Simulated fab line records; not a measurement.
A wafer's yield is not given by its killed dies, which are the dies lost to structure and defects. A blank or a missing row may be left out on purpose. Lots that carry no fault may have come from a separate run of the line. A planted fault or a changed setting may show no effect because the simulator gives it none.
Chamber matching ; flow nand harc ; 3 sister chambers for NHARC_A_STAIRCASE_DEP_471 on pecvd-02
The step deposits SiO2, target thk 100 nm. 33 wafers are shown with their chamber, then 12 later ones without.

== WAFERS PAIRED WITH THEIR CHAMBERS ==
wafer;chamber;throttle valve pct (%);heater power w (W);heater power outer w (W)
L075.1;1;14.8;523;246
L075.2;2;16.0;452;234
L075.5;2;15.8;467;235
L078.1;1;14.7;667;357
L078.2;2;16.2;489;255
L078.4;1;14.7;666;353
L078.3;0;15.4;523;296
L078.5;2;15.7;486;263
L078.6;0;15.2;507;300
L079.4;0;15.7;554;322
L079.5;1;14.8;639;327
L079.6;2;16.1;542;296
L082.1;0;15.3;512;298
L082.2;1;14.9;589;296
L082.3;2;15.7;552;294
L086.1;1;15.1;612;309
L086.4;0;15.2;563;336
L086.6;2;15.9;480;235
L087.3;1;15.2;625;336
L087.4;0;15.4;438;252
L087.6;2;16.1;551;296
L088.4;2;16.0;508;261
L088.5;1;15.1;560;279
L088.6;0;15.4;531;302
L091.1;2;16.0;481;243
L091.4;1;14.4;610;310
L091.5;2;15.7;496;248
L091.2;1;14.3;613;305
L091.3;0;15.0;547;325
L091.6;0;15.0;564;338
L093.2;0;15.0;563;335
L093.3;1;14.5;595;309
L093.6;1;14.4;606;308

SIGNATURES (means of the wafers above)
reading;chamber 0;chamber 1;chamber 2;scatter within a chamber
throttle valve pct;15.260;14.742;15.927;0.243
heater power w;530.20;608.75;500.36;38
heater power outer w;310.40;311.25;260.00;27.5
Rule: for a wafer and a chamber, the distance is found by dividing, reading by reading, the gap between the wafer's reading and the chamber's mean by the reading's scatter, squaring, summing and taking the root. The wafer belongs to the nearest chamber; if the next one is less than 2 further off, it can't be placed. The scatter is the square root of a quotient: the sum, over the shown wafers, of each reading's squared deviation from its chamber's mean, divided by wafers minus chambers.

== WAFERS WHOSE CHAMBER IS MISSING ==
wafer;throttle valve pct (%);heater power w (W);heater power outer w (W)
L093.1;15.9;511;263
L093.4;15.8;523;266
L093.5;15.3;574;352
L094.3;15.4;574;343
L094.5;15.1;560;337
L094.6;14.4;513;251
L095.2;15.8;503;246
L095.4;14.4;630;328
L095.6;14.9;565;343
L097.1;14.3;665;352
L097.2;16.0;562;304
L097.6;16.3;569;302

== THE CHAMBER EACH PASSED THROUGH ==
wafer;from the rows above;in truth
L093.1;2;2
L093.4;can't be placed: 2 or 0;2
L093.5;can't be placed: 0 or 1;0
L094.3;can't be placed: 0 or 1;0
L094.5;can't be placed: 0 or 1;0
L094.6;can't be placed: 1 or 0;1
L095.2;2;2
L095.4;1;1
L095.6;can't be placed: 1 or 0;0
L097.1;1;1
L097.2;can't be placed: 2 or 0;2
L097.6;can't be placed: 2 or 0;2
Correct placement for 4 of the 12. These rows do not allow placing 8 (true chamber among the candidates in 8). 0 placed wrongly.
